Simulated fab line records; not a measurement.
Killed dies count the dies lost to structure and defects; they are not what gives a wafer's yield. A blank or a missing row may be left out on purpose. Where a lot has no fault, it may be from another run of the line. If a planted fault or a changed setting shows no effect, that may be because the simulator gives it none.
fab line records	flow nand_harc
record lots=12	wafers=36	last_day=25
route steps=1159 shown P_BONDPAD@353 END@1159
lots with no fault: from the same line, run without faults
start_h: hours from the record's first day to the start of the lot's first wafer shown	wait_h: hours from the lot's prior step to this one	" unchanged from the row above	L1.1+2: one row covering several wafers at once	- no value present, or no start provided	* or withheld: withheld	< > ~ a bound
route shown NAME@n: a module of which the file shows steps, and the number in the route of the first	usual: average and standard deviation across the fault-free wafers	same: alike in all rows	chamber/n: place in a boat	sites: readings site by site	_std_site: the values' standard deviation	_edge_site: mean of outer sites minus mean of inner sites	radius_mm: how far each site lies from the wafer's centre	mask NAME#n: copy n	behind: the tool/chamber that last shaped the wafer	hold: why the lot went on hold/how many hours it stayed there/how the hold came to an end	device: the n, p or np transistor that did not switch	end of line: tests of these same wafers at the route's end	a step with no rows: only its recipe	killed: count of dies lost to structure and defects at first sort (not the wafer's yield)	map: a wafer's dies, x killed, . not, _ none there
set.NAME: the setting the step ran with; set.NAME@STEP: the setting that earlier step ran with	model.NAME: the simulator's own value behind a step, which no gauge read
steps of the route over a sample of lots; a table a step, a row a wafer
services: a tool's chamber out of use, with start hour (start_h, from the record's first day; less than 0 if before it), hours out, and reason
## steps
# step NHARC_P_BONDPAD_THK_MEAS_33
# recipe thk_meas_gauge=ellipsometry
# usual thk_nm=200.4/1.8
lot.wafer	tool	chamber	start_h	wait_h	thk_nm
L631.1	film_metro-02	-	138.40	0.2	199.0
L631.4	"	-	"	"	202.5
L631.6	"	-	"	"	202.5
L633.4	film_metro-01	-	162.25	0.2	201.7
L633.5	"	-	"	"	197.4
L633.6	"	-	"	"	200.4
L637.1	film_metro-01	-	173.62	0.2	202.4
L637.2	"	-	"	"	201.1
L637.3	"	-	"	"	202.7
L639.1	film_metro-02	-	190.09	0.2	198.3
L639.2	"	-	"	"	201.9
L639.6	"	-	"	"	200.5
L638.1	film_metro-02	-	190.61	0.2	201.3
L638.2	"	-	"	"	198.3
L638.3	"	-	"	"	201.3
L642.1	film_metro-01	-	212.66	0.2	199.5
L642.2	"	-	"	"	201.6
L642.4	"	-	"	"	204.6
L641.3	film_metro-01	-	213.22	0.2	200.3
L641.4	"	-	"	"	197.5
L641.5	"	-	"	"	200.1
L643.1	film_metro-02	-	222.59	0.2	199.6
L643.2	"	-	"	"	200.3
L643.5	"	-	"	"	199.5
L644.2	film_metro-01	-	223.79	0.1	201.1
L644.3	"	-	"	"	198.6
L644.4	"	-	"	"	198.6
L645.1	film_metro-01	-	237.70	0.1	202.3
L645.2	"	-	"	"	202.0
L645.6	"	-	"	"	201.2
L650.1	film_metro-02	-	257.11	0.1	201.6
L650.3	"	-	"	"	197.9
L650.4	"	-	"	"	202.6
L651.3	film_metro-02	-	280.36	0.2	197.9
L651.4	"	-	"	"	196.2
L651.6	"	-	"	"	197.3
# step NHARC_P_BONDPAD_ETCH_37
# recipe target_depth_a=600	overetch_a=180	time_s=65.91	ion_energy_ev=200	n2_flow_sccm=150	h2_flow_sccm=150	ar_flow_sccm=0	rf_w=400	bias_w=150	chemistry=N2/H2
# usual bias_w=150.0/0.45	chamber_pressure_mTorr=30.000/0.028	drypump_motor_current_A=5.7/0.41	oes_product_au=1.002/0.011	rf_vpp_V=429.9/2.9	showerhead_plenum_p_Torr=2.02/0.1	throttle_valve_pct=14.172/0.0091
lot.wafer	tool	chamber	start_h	wait_h	bias_w	chamber_pressure_mTorr	drypump_motor_current_A	oes_product_au	rf_hours_counter_h	rf_vpp_V	showerhead_plenum_p_Torr	throttle_valve_pct
L631.4	rie_diel-08	0	139.28	0.1	150.0	29.986	5.6	1.012	0	427.4	1.89	14.178
L631.1	"	1	"	"	150.0	30.007	6.0	1.028	0	433.3	2.17	14.183
L631.6	"	3	"	"	149.7	29.968	5.0	1.006	-	429.4	2.05	14.171
L633.4	rie_diel-11	0	163.00	0.1	150.3	30.003	6.1	0.979	48	431.3	2.08	14.184
L633.6	"	0	"	"	150.2	30.029	6.1	0.983	-	430.1	2.08	14.183
L633.5	"	1	"	"	148.9	29.948	5.2	0.989	-	426.9	1.93	14.172
L637.3	rie_diel-10	2	174.53	0.1	150.2	29.991	5.6	1.007	59	427.7	1.99	14.173
L637.2	"	3	"	"	151.0	29.969	6.0	1.020	61	432.8	2.11	14.166
L637.1	"	1	"	"	149.3	29.986	6.3	1.005	50	425.8	1.89	14.159
L639.2	rie_diel-08	1	190.96	0.1	149.6	29.990	6.0	1.018	4	434.0	2.17	14.165
L639.1	"	2	"	"	149.8	30.003	5.7	1.006	5	428.5	1.94	14.183
L639.6	"	1	"	"	149.3	29.968	6.0	1.016	-	433.8	2.17	14.184
L638.3	rie_diel-08	1	191.50	0.1	149.6	29.980	6.0	1.020	5	433.4	2.17	14.176
L638.2	"	3	"	"	149.7	30.029	5.0	0.995	6	430.0	2.05	14.184
L638.1	"	0	"	"	149.9	29.993	5.6	1.010	5	426.3	1.89	14.171
L642.2	rie_diel-08	0	213.53	0.1	150.4	30.012	5.6	0.993	7	425.8	1.89	14.178
L642.4	"	1	"	"	150.4	30.029	6.0	1.019	6	434.6	2.17	14.174
L642.1	"	3	"	"	150.4	30.013	5.0	0.996	7	430.6	2.05	14.170
L641.3	rie_diel-10	1	214.12	0.1	-	-	-	-	-	-	-	-
L641.5	"	2	"	"	-	-	-	-	-	-	-	-
L641.4	"	3	"	"	-	-	-	-	-	-	-	-
L643.1	rie_diel-08	2	223.46	0.1	-	-	-	-	-	-	-	-
L643.2	"	3	"	"	-	-	-	-	-	-	-	-
L643.5	"	2	"	"	-	-	-	-	-	-	-	-
L644.4	rie_diel-08	0	224.69	0.2	-	-	-	-	-	-	-	-
L644.3	"	2	"	"	-	-	-	-	-	-	-	-
L644.2	"	3	"	"	-	-	-	-	-	-	-	-
L645.1	rie_diel-11	0	238.60	0.1	149.8	30.076	6.1	1.004	19	431.5	2.07	14.167
L645.2	"	1	"	"	149.9	30.028	5.2	0.989	19	425.3	1.92	14.176
L645.6	"	1	"	"	150.2	30.001	5.2	0.986	-	426.9	1.92	14.178
L650.4	rie_diel-08	3	257.88	0.1	149.6	30.026	5.0	1.002	11	430.5	2.04	14.186
L650.3	"	0	"	"	150.5	29.983	5.6	1.004	11	427.6	1.89	14.186
L650.1	"	1	"	"	150.5	30.034	6.0	1.016	11	434.4	2.17	14.184
L651.4	rie_diel-08	0	281.22	0.1	149.3	30.028	5.6	1.013	13	426.9	1.89	14.183
L651.3	"	3	"	"	150.0	29.954	5.0	1.000	13	431.4	2.04	14.170
L651.6	"	0	"	"	150.7	30.017	5.6	1.006	-	426.2	1.89	14.165
# step NHARC_P_BONDPAD_CD_MEAS_13
# usual cd_nm=501.3/2.8
lot.wafer	tool	chamber	start_h	wait_h	cd_nm
L631.1	cd_sem-03	-	139.50	-	505.4
L631.4	"	-	"	"	497.3
L631.6	"	-	"	"	502.1
L633.4	cd_sem-03	-	163.24	-	500.0
L633.5	"	-	"	"	503.0
L633.6	"	-	"	"	504.8
L637.1	cd_sem-03	-	174.79	-	504.5
L637.2	"	-	"	"	503.2
L637.3	"	-	"	"	502.7
L639.1	cd_sem-02	-	191.24	-	500.4
L639.2	"	-	"	"	503.1
L639.6	"	-	"	"	502.5
L638.1	cd_sem-02	-	191.73	-	499.7
L638.2	"	-	"	"	497.6
L638.3	"	-	"	"	500.6
L642.1	cd_sem-02	-	213.76	-	505.7
L642.2	"	-	"	"	503.7
L642.4	"	-	"	"	501.5
L641.3	cd_sem-01	-	214.37	-	506.0
L641.4	"	-	"	"	508.3
L641.5	"	-	"	"	502.3
L643.1	cd_sem-03	-	223.69	-	499.3
L643.2	"	-	"	"	494.8
L643.5	"	-	"	"	500.5
L644.2	cd_sem-03	-	224.92	-	498.6
L644.3	"	-	"	"	500.0
L644.4	"	-	"	"	497.5
L645.1	cd_sem-03	-	238.86	-	502.9
L645.2	"	-	"	"	502.3
L645.6	"	-	"	"	503.5
L650.1	cd_sem-01	-	258.10	-	498.9
L650.3	"	-	"	"	498.5
L650.4	"	-	"	"	504.1
L651.3	cd_sem-03	-	281.46	-	502.7
L651.4	"	-	"	"	501.6
L651.6	"	-	"	"	502.0
# step NHARC_P_BONDPAD_PVD_27
# recipe target_thk_a=300	chamber_pressure_pa=5	power_w=5000	substrate_temp_c=30	time_s=20.49	material=Cu
# usual throttle_valve_pct=29.6/1.8
lot.wafer	tool	chamber	start_h	wait_h	throttle_valve_pct
L631.4	pvd_sputter-02	-	-	-	28.5
L631.1	"	-	"	"	28.8
L631.6	"	-	"	"	30.9
L633.4	pvd_sputter-03	-	-	-	33.0
L633.6	"	-	"	"	25.9
L633.5	"	-	"	"	31.2
L637.2	pvd_sputter-02	-	-	-	28.7
L637.1	"	-	"	"	28.8
L637.3	"	-	"	"	28.6
L639.1	pvd_sputter-02	-	-	-	28.5
L639.2	"	-	"	"	29.2
L639.6	"	-	"	"	28.6
L638.3	pvd_sputter-03	-	-	-	31.2
L638.1	"	-	"	"	29.9
L638.2	"	-	"	"	25.9
L642.2	pvd_sputter-01	-	-	-	29.8
L642.1	"	-	"	"	29.4
L642.4	"	-	"	"	28.7
L641.3	pvd_sputter-01	-	-	-	30.2
L641.4	"	-	"	"	29.6
L641.5	"	-	"	"	30.5
L643.1	pvd_sputter-02	-	-	-	30.4
L643.2	"	-	"	"	29.2
L643.5	"	-	"	"	28.8
L644.2	pvd_sputter-03	-	-	-	29.8
L644.4	"	-	"	"	25.7
L644.3	"	-	"	"	31.5
L645.1	pvd_sputter-02	-	-	-	28.6
L645.2	"	-	"	"	28.2
L645.6	"	-	"	"	28.2
L650.1	pvd_sputter-03	-	-	-	29.9
L650.3	"	-	"	"	25.9
L650.4	"	-	"	"	31.4
L651.3	pvd_sputter-01	-	-	-	29.2
L651.4	"	-	"	"	30.3
L651.6	"	-	"	"	28.5
# step NHARC_END_SORT_01
# recipe temp_c=25
# usual defect_limited_yield=95.6/1.5	killed_at_array=27/10	killed_at_other=0.6/0.83	killed_at_periphery=2.4/1.8	killed_dies=30/10	killed_open=3.3/1.7	killed_short=1.8/1.4	sort_bin_2_pct=1.3/0.69	sort_bin_3_pct=0.25/0.24	sort_bin_4_pct=2.8/0.94	sort_n_pass=647/10	sort_rim_yield_pct=96.7/2.1	sort_yield_pct=95.6/1.5
# same gross_dies=677	sort_bin_5_pct[%]=0	sort_bin_6_pct[%]=0	sort_bin_7_pct[%]=0	sort_bin_8_pct[%]=0	sort_rim_n_gross=106.00
lot.wafer	tool	chamber	start_h	wait_h	defect_limited_yield[%]	killed_at_array	killed_at_other	killed_at_periphery	killed_dies	killed_open	killed_short	sort_bin_2_pct[%]	sort_bin_3_pct[%]	sort_bin_4_pct[%]	sort_n_pass	sort_rim_yield_pct[%]	sort_yield_pct[%]
L631.1	prober-01	0	462.39	2.5	95.1	31	1	1	33	6	0	1.8	0.59	2.5	644	98.1	95.1
L631.4	prober-01	0	464.81	3.4	95.0	32	0	2	34	6	4	2.1	0.15	2.8	643	96.2	95.0
L631.6	prober-01	0	466.42	4.0	97.2	14	2	3	19	1	3	0.6	0.30	1.9	658	98.1	97.2
L637.1	prober-01	0	480.06	2.5	95.4	30	1	0	31	0	0	1.8	0.15	2.7	646	99.1	95.4
L637.2	prober-01	0	480.85	2.8	96.6	21	1	1	23	0	0	1.0	0.15	2.2	654	98.1	96.6
L637.3	prober-01	0	481.64	3.1	94.2	36	0	3	39	5	0	3.1	0.15	2.5	638	99.1	94.2
L633.4	prober-02	0	480.31	3.4	98.4	9	0	2	11	4	2	0	0.15	1.5	666	100.0	98.4
L633.5	prober-02	0	481.10	3.7	96.6	19	2	2	23	4	3	1.2	0.15	2.1	654	100.0	96.6
L633.6	prober-02	0	481.89	4.0	96.9	16	4	1	21	4	4	0.4	0	2.7	656	93.4	96.9
L639.1	prober-01	0	489.81	2.5	96.9	20	0	1	21	2	0	0.6	0.30	2.2	656	97.2	96.9
L639.2	prober-01	0	490.61	2.8	94.4	34	1	3	38	3	2	1.6	0	4.0	639	97.2	94.4
L639.6	prober-01	0	493.82	4.0	96.6	19	0	4	23	4	3	2.1	0	1.3	654	96.2	96.6
L638.1	prober-02	0	501.30	2.5	94.8	30	0	5	35	5	2	1.8	0.30	3.1	642	95.3	94.8
L638.2	prober-02	0	502.10	2.8	95.4	30	0	1	31	4	3	1.8	0.44	2.4	646	95.3	95.4
L638.3	prober-02	0	502.91	3.1	94.2	37	0	2	39	6	5	1.2	0.15	4.4	638	95.3	94.2
L642.1	prober-01	0	501.91	6.5	96.9	18	2	1	21	5	3	1.0	0.15	1.9	656	97.2	96.9
L642.2	prober-01	0	502.70	6.8	97.5	13	1	3	17	5	1	0.4	0	2.1	660	96.2	97.5
L642.4	prober-01	0	504.29	7.3	95.6	29	0	1	30	9	0	1.0	0.15	3.2	647	95.3	95.6
L641.3	prober-02	0	510.72	3.1	0	32	0	645	677	3	2	96.2	0.15	3.7	0	0	0
L641.4	prober-02	0	511.52	3.4	0	28	0	649	677	5	4	96.8	0	3.2	0	0	0
L641.5	prober-02	0	512.33	3.7	0	24	0	653	677	1	0	97.5	0.15	2.4	0	0	0
L643.1	prober-02	0	522.14	2.5	0	26	0	651	677	3	2	97.2	0	2.8	0	0	0
L643.2	prober-02	0	522.94	2.8	0	29	0	648	677	3	2	96.5	0.30	3.2	0	0	0
L643.5	prober-02	0	525.36	3.7	0	26	0	651	677	1	2	96.9	0.15	3.0	0	0	0
L644.2	prober-01	0	522.95	2.8	0	39	0	638	677	1	2	95.3	0.15	4.6	0	0	0
L644.3	prober-01	0	523.75	3.1	0	37	0	640	677	3	5	96.3	0.74	3.0	0	0	0
L644.4	prober-01	0	524.55	3.4	0	35	1	641	677	2	3	97.0	0	3.0	0	0	0
L645.1	prober-01	0	543.94	2.5	96.9	20	0	1	21	2	0	0.9	0.30	1.9	656	97.2	96.9
L645.2	prober-01	0	544.74	2.8	97.0	16	2	2	20	5	1	1.0	0.15	1.8	657	97.2	97.0
L645.6	prober-01	0	547.94	4.0	96.3	21	1	3	25	3	4	1.2	0.44	2.1	652	98.1	96.3
L650.1	prober-02	0	570.79	2.5	92.0	46	1	7	54	7	2	3.1	0.74	4.1	623	96.2	92.0
L650.3	prober-02	0	572.36	3.1	92.3	46	0	6	52	1	5	2.2	0.74	4.7	625	93.4	92.3
L650.4	prober-02	0	573.15	3.4	94.2	32	0	7	39	2	0	1.3	0.30	4.1	638	95.3	94.2
L651.3	prober-02	0	587.94	3.1	94.7	34	1	1	36	5	0	1.2	0.74	3.4	641	98.1	94.7
L651.4	prober-02	0	588.73	3.4	95.7	27	1	1	29	3	2	1.0	0.44	2.8	648	95.3	95.7
L651.6	prober-02	0	590.32	4.0	94.7	30	2	4	36	2	1	2.4	0.30	2.7	641	95.3	94.7
# killed by level:class
L631.1 A_SLIT:chamber_film_flake=14 A_CONTACT:chamber_film_flake=7 A_CONTACT:geometric_particle:open=3 A_ONON_D1:geometric_particle:open=1 A_WL_FILL:geometric_particle:open=1 A_M1:geometric_particle:open=1 P_M1:chamber_film_flake=1 A_CHANNEL_HOLE_D1:chamber_film_flake=1
L631.4 A_SLIT:chamber_film_flake=7 A_CONTACT:chamber_film_flake=6 A_CHANNEL_HOLE_D1:chamber_film_flake=4 A_SGD_CUT:chamber_film_flake=4 A_SGD_CUT:geometric_particle:short=2 A_CONTACT:geometric_particle:open=2 A_WL_FILL:chamber_film_flake=2 P_M0:geometric_particle:open=1
L631.6 A_SLIT:chamber_film_flake=6 A_CHANNEL_HOLE_D1:chamber_film_flake=3 P_BONDPAD:chamber_film_flake=2 A_CONTACT:chamber_film_flake=2 THIN_TSV:chamber_film_flake=2 P_CONTACT:geometric_particle:short=1 A_SGD_CUT:geometric_particle:open=1 A_WL_FILL:geometric_particle:short=1
L637.1 A_CHANNEL_HOLE_D1:chamber_film_flake=12 A_SLIT:chamber_film_flake=11 A_ZERO_WELL:chamber_film_flake=3 A_CONTACT:chamber_film_flake=2 A_CHANNEL_FILL_D1:chamber_film_flake=1 A_STAIRCASE:chamber_film_flake=1 THIN_TSV:chamber_film_flake=1
L633.4 P_M0:geometric_particle:open=1 A_SOURCE_PLATE:geometric_particle:short=1 A_ONON_D1:geometric_particle:open=1 A_CHANNEL_FILL_D1:geometric_particle:short=1 A_SGD_CUT:geometric_particle:open=1 A_CONTACT:geometric_particle:open=1 P_GATE:chamber_film_flake=1 A_CHANNEL_HOLE_D1:chamber_film_flake=1
L637.2 A_CHANNEL_HOLE_D1:chamber_film_flake=9 A_SLIT:chamber_film_flake=9 A_ZERO_WELL:chamber_film_flake=2 P_ZERO_WELL:chamber_film_flake=1 A_CHANNEL_FILL_D1:chamber_film_flake=1 THIN_TSV:chamber_film_flake=1
L633.5 A_STAIRCASE:chamber_film_flake=7 A_CHANNEL_HOLE_D1:chamber_film_flake=4 A_CHANNEL_FILL_D1:geometric_particle:short=3 A_CONTACT:geometric_particle:open=2 P_M0:geometric_particle:open=1 STARTING-WAFER:geometric_particle:open=1 P_STI:chamber_film_flake=1 A_ZERO_WELL:chamber_film_flake=1
L637.3 A_CHANNEL_HOLE_D1:chamber_film_flake=16 A_SLIT:chamber_film_flake=10 P_M0:geometric_particle:open=2 A_M0:geometric_particle:open=2 A_ZERO_WELL:chamber_film_flake=2 A_CHANNEL_FILL_D1:chamber_film_flake=2 A_CONTACT:geometric_particle:open=1 P_STI:chamber_film_flake=1
L633.6 THIN_TSV:chamber_film_flake=4 A_CHANNEL_FILL_D1:geometric_particle:short=2 A_BLC:geometric_particle:open=2 A_CHANNEL_HOLE_D1:chamber_film_flake=2 A_STAIRCASE:chamber_film_flake=2 A_WL_FILL:geometric_particle:open=1 A_CONTACT:geometric_particle:short=1 A_BLC:geometric_particle:short=1
L639.1 A_SLIT:chamber_film_flake=12 A_CHANNEL_HOLE_D1:chamber_film_flake=6 P_M0:geometric_particle:open=1 A_SOURCE_PLATE:geometric_particle:open=1 A_STAIRCASE:chamber_film_flake=1
L639.2 A_SLIT:chamber_film_flake=20 A_STAIRCASE:chamber_film_flake=5 P_ZERO_WELL:chamber_film_flake=3 A_CHANNEL_HOLE_D1:chamber_film_flake=3 A_CONTACT:chamber_film_flake=2 A_ONON_D1:geometric_particle:short=1 A_BLC:geometric_particle:open=1 A_M0:geometric_particle:open=1
L639.6 A_SLIT:chamber_film_flake=11 A_STAIRCASE:chamber_film_flake=2 P_CONTACT:geometric_particle:open=1 P_M1:geometric_particle:open=1 A_CHANNEL_FILL_D1:geometric_particle:short=1 A_WL_FILL:geometric_particle:short=1 A_CONTACT:geometric_particle:open=1 A_CONTACT:geometric_particle:short=1
L638.1 A_CHANNEL_HOLE_D1:chamber_film_flake=14 A_CONTACT:chamber_film_flake=9 P_M1:geometric_particle:open=2 P_GATE:chamber_film_flake=2 A_WL_FILL:chamber_film_flake=2 P_M0:geometric_particle:open=1 A_ONON_D1:geometric_particle:short=1 A_CHANNEL_FILL_D1:geometric_particle:short=1
L642.1 A_CONTACT:chamber_film_flake=7 A_CHANNEL_HOLE_D1:chamber_film_flake=3 A_CONTACT:geometric_particle:short=2 THIN_TSV:chamber_film_flake=2 P_M1:geometric_particle:open=1 A_ONON_D1:geometric_particle:short=1 A_ONON_D1:geometric_particle:open=1 A_CHANNEL_FILL_D1:geometric_particle:open=1
L638.2 A_CHANNEL_HOLE_D1:chamber_film_flake=17 A_STAIRCASE:chamber_film_flake=2 A_CONTACT:chamber_film_flake=2 A_ONON_D1:geometric_particle:short=1 A_CHANNEL_HOLE_D1:geometric_particle:open=1 A_CHANNEL_HOLE_D1:geometric_particle:short=1 A_CHANNEL_FILL_D1:geometric_particle:open=1 A_CHANNEL_FILL_D1:geometric_particle:short=1
L642.2 A_CHANNEL_HOLE_D1:chamber_film_flake=4 A_CONTACT:chamber_film_flake=3 P_M0:geometric_particle:open=1 A_CHANNEL_HOLE_D1:geometric_particle:open=1 A_SGD_CUT:geometric_particle:open=1 A_WL_FILL:geometric_particle:short=1 A_WL_FILL:geometric_particle:open=1 A_M0:geometric_particle:open=1
L638.3 A_CHANNEL_HOLE_D1:chamber_film_flake=19 A_CONTACT:geometric_particle:open=5 A_CONTACT:chamber_film_flake=5 A_ONON_D1:geometric_particle:short=2 A_CHANNEL_FILL_D1:chamber_film_flake=2 P_CONTACT:geometric_particle:short=1 P_CONTACT:geometric_particle:open=1 A_CHANNEL_HOLE_D1:geometric_particle:short=1
L642.4 A_CHANNEL_HOLE_D1:chamber_film_flake=10 A_STAIRCASE:chamber_film_flake=6 A_CONTACT:chamber_film_flake=5 A_CONTACT:geometric_particle:open=2 P_M0:geometric_particle:open=1 A_ONON_D1:geometric_particle:open=1 A_CHANNEL_FILL_D1:geometric_particle:open=1 A_SGD_CUT:geometric_particle:open=1
L641.3 P_BONDPAD:area_etch=643 A_CHANNEL_HOLE_D1:chamber_film_flake=18 A_CONTACT:chamber_film_flake=5 A_STAIRCASE:chamber_film_flake=3 A_ONON_D1:geometric_particle:short=1 A_WL_FILL:geometric_particle:short=1 A_CONTACT:geometric_particle:open=1 A_BLC:geometric_particle:open=1
L641.4 P_BONDPAD:area_etch=647 A_CHANNEL_HOLE_D1:chamber_film_flake=19 A_CHANNEL_FILL_D1:geometric_particle:short=2 A_WL_FILL:geometric_particle:short=2 P_CONTACT:geometric_particle:open=1 P_M0:geometric_particle:open=1 A_ONON_D1:geometric_particle:open=1 A_CHANNEL_FILL_D1:geometric_particle:open=1
L641.5 P_BONDPAD:area_etch=651 A_CHANNEL_HOLE_D1:chamber_film_flake=16 A_CONTACT:chamber_film_flake=8 P_M1:geometric_particle:open=1 P_ZERO_WELL:chamber_film_flake=1
L643.1 P_BONDPAD:area_etch=647 A_CHANNEL_HOLE_D1:chamber_film_flake=22 A_M0:geometric_particle:open=2 P_STI:geometric_particle:short=1 P_M0:geometric_particle:short=1 P_M1:geometric_particle:open=1 P_STI:chamber_film_flake=1 A_CONTACT:chamber_film_flake=1
L643.2 P_BONDPAD:area_etch=645 A_CHANNEL_HOLE_D1:chamber_film_flake=21 A_SLIT:chamber_film_flake=2 A_CONTACT:chamber_film_flake=2 P_GATE:geometric_particle:open=1 P_M0:geometric_particle:short=1 A_SOURCE_PLATE:geometric_particle:open=1 A_SGD_CUT:geometric_particle:short=1
L644.2 P_BONDPAD:area_etch=638 A_SLIT:chamber_film_flake=16 A_CHANNEL_HOLE_D1:chamber_film_flake=6 A_STAIRCASE:chamber_film_flake=5 A_SGD_CUT:chamber_film_flake=3 A_CONTACT:chamber_film_flake=3 A_ZERO_WELL:chamber_film_flake=2 A_SLIT:geometric_particle:short=1
L644.3 P_BONDPAD:area_etch=640 A_SLIT:chamber_film_flake=12 A_SGD_CUT:chamber_film_flake=5 A_CONTACT:chamber_film_flake=5 A_CHANNEL_HOLE_D1:chamber_film_flake=4 A_CONTACT:geometric_particle:open=2 A_ZERO_WELL:chamber_film_flake=2 A_ONON_D1:geometric_particle:short=1
L644.4 P_BONDPAD:area_etch=641 A_SLIT:chamber_film_flake=19 A_STAIRCASE:chamber_film_flake=7 A_CHANNEL_HOLE_D1:chamber_film_flake=2 A_SGD_CUT:chamber_film_flake=2 A_ONON_D1:geometric_particle:short=1 A_WL_FILL:geometric_particle:short=1 A_WL_FILL:geometric_particle:open=1
L643.5 P_BONDPAD:area_etch=648 A_CHANNEL_HOLE_D1:chamber_film_flake=20 A_STAIRCASE:chamber_film_flake=2 A_CONTACT:chamber_film_flake=2 P_M1:geometric_particle:open=1 A_CHANNEL_FILL_D1:geometric_particle:short=1 A_SGD_CUT:geometric_particle:short=1 P_STI:chamber_film_flake=1
L645.1 A_CHANNEL_HOLE_D1:chamber_film_flake=9 A_STAIRCASE:chamber_film_flake=4 A_BLC:chamber_film_flake=4 P_M1:geometric_particle:open=1 A_CONTACT:geometric_particle:open=1 A_CHANNEL_FILL_D1:chamber_film_flake=1 A_CONTACT:chamber_film_flake=1
L645.2 A_CHANNEL_HOLE_D1:chamber_film_flake=3 A_STAIRCASE:chamber_film_flake=3 A_CONTACT:chamber_film_flake=3 A_BLC:chamber_film_flake=2 THIN_TSV:chamber_film_flake=2 P_CONTACT:geometric_particle:open=1 A_SOURCE_PLATE:geometric_particle:open=1 A_CHANNEL_HOLE_D1:geometric_particle:open=1
L645.6 A_CHANNEL_HOLE_D1:chamber_film_flake=6 A_BLC:chamber_film_flake=5 A_STAIRCASE:chamber_film_flake=4 A_CHANNEL_HOLE_D1:geometric_particle:short=2 P_M0:geometric_particle:open=1 A_ONON_D1:geometric_particle:short=1 A_CHANNEL_FILL_D1:geometric_particle:short=1 A_CONTACT:geometric_particle:open=1
L650.1 A_SLIT:chamber_film_flake=17 A_CONTACT:chamber_film_flake=8 A_CHANNEL_HOLE_D1:chamber_film_flake=5 A_SGD_CUT:chamber_film_flake=5 P_M2:chamber_film_flake=3 A_STAIRCASE:chamber_film_flake=3 A_ONON_D1:geometric_particle:open=2 A_M0:geometric_particle:open=2
L650.3 A_SLIT:chamber_film_flake=20 A_CHANNEL_HOLE_D1:chamber_film_flake=5 A_SGD_CUT:chamber_film_flake=5 A_CONTACT:chamber_film_flake=5 P_M2:chamber_film_flake=3 A_CHANNEL_FILL_D1:geometric_particle:short=2 P_ZERO_WELL:chamber_film_flake=2 A_STAIRCASE:chamber_film_flake=2
L650.4 A_SLIT:chamber_film_flake=14 A_CHANNEL_HOLE_D1:chamber_film_flake=7 A_CONTACT:chamber_film_flake=7 P_M2:chamber_film_flake=3 P_GATE:chamber_film_flake=2 A_SGD_CUT:chamber_film_flake=2 P_BONDPAD:geometric_particle:open=1 A_CONTACT:geometric_particle:open=1
L651.3 A_SLIT:chamber_film_flake=23 A_CONTACT:geometric_particle:open=4 A_CONTACT:chamber_film_flake=3 A_ZERO_WELL:chamber_film_flake=2 A_CHANNEL_FILL_D1:geometric_particle:open=1 P_GATE:chamber_film_flake=1 A_CHANNEL_HOLE_D1:chamber_film_flake=1 THIN_TSV:chamber_film_flake=1
L651.4 A_SLIT:chamber_film_flake=18 A_CHANNEL_FILL_D1:geometric_particle:short=2 A_CONTACT:chamber_film_flake=2 A_CHANNEL_FILL_D1:geometric_particle:open=1 A_CONTACT:geometric_particle:open=1 A_M0:geometric_particle:open=1 P_STI:chamber_film_flake=1 A_ZERO_WELL:chamber_film_flake=1
L651.6 A_SLIT:chamber_film_flake=23 P_STI:chamber_film_flake=3 A_ZERO_WELL:chamber_film_flake=2 A_CONTACT:chamber_film_flake=2 THIN_TSV:chamber_film_flake=2 P_GATE:geometric_particle:short=1 A_ONON_D1:geometric_particle:open=1 A_CONTACT:geometric_particle:open=1
## services
tool	chamber	start_h	hours	kind
rie_diel-08	-	124.86	9.0	pm
rie_diel-08	0	124.86	9.0	vent_cycle
rie_diel-08	1	124.86	9.0	vent_cycle
rie_diel-08	2	124.86	9.0	vent_cycle
rie_diel-08	3	124.86	9.0	vent_cycle
rie_diel-10	2	133.21	3.4	repair
rie_diel-08	0	133.86	-	clean
rie_diel-10	1	135.60	11.1	repair
rie_diel-11	-	139.34	0.5	repair
rie_diel-11	1	140.53	17.6	repair
rie_diel-08	2	143.46	1.6	repair
rie_diel-11	-	153.84	0.3	repair
pvd_sputter-01	-	158.00	10.0	pm
rie_diel-08	2	165.10	8.6	repair
rie_diel-10	-	176.50	9.0	pm
rie_diel-08	1	180.46	9.2	repair
rie_diel-11	-	189.65	9.0	pm
rie_diel-11	2	202.52	54.4	repair
rie_diel-10	2	206.85	1.4	repair
pvd_sputter-02	-	214.00	10.0	pm
rie_diel-11	-	237.80	0.4	repair
pvd_sputter-02	-	259.86	11.5	repair
pvd_sputter-01	-	265.69	5.6	repair
pvd_sputter-03	-	273.65	14.9	repair
## key
first_sign step=NHARC_P_BONDPAD_ETCH_37	reading=tool_record	direction=missing
effect step=NHARC_END_SORT_01	reading=killed_at_periphery	direction=up	sigmas=99+	usual=2.4	struck=646.2
more_kills_born_at NHARC_P_BONDPAD_ETCH_37@rie_diel-08=3859	NHARC_P_BONDPAD_ETCH_37@rie_diel-10=1941
met_at NHARC_P_BONDPAD_ETCH_37
struck_lots L641,L643,L644
later_rows_left_out L641.3,L641.4,L641.5,L643.1,L643.2,L643.5,L644.2,L644.3,L644.4
not_acting_at NHARC_P_BONDPAD_THK_MEAS_33,NHARC_P_BONDPAD_CD_MEAS_13,NHARC_P_BONDPAD_PVD_27
onset_between 213.53 214.12
fault kind=skipped_step_whole	tool=rie_diel-08,rie_diel-10	chamber=-	onset_h=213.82	steps=NHARC_P_BONDPAD_ETCH_37	scope=struck_lots_only
# later_rows_left_out: the simulator's readings of these wafers behind a module that went badly wrong aren't trusted and aren't shown, but for the sort
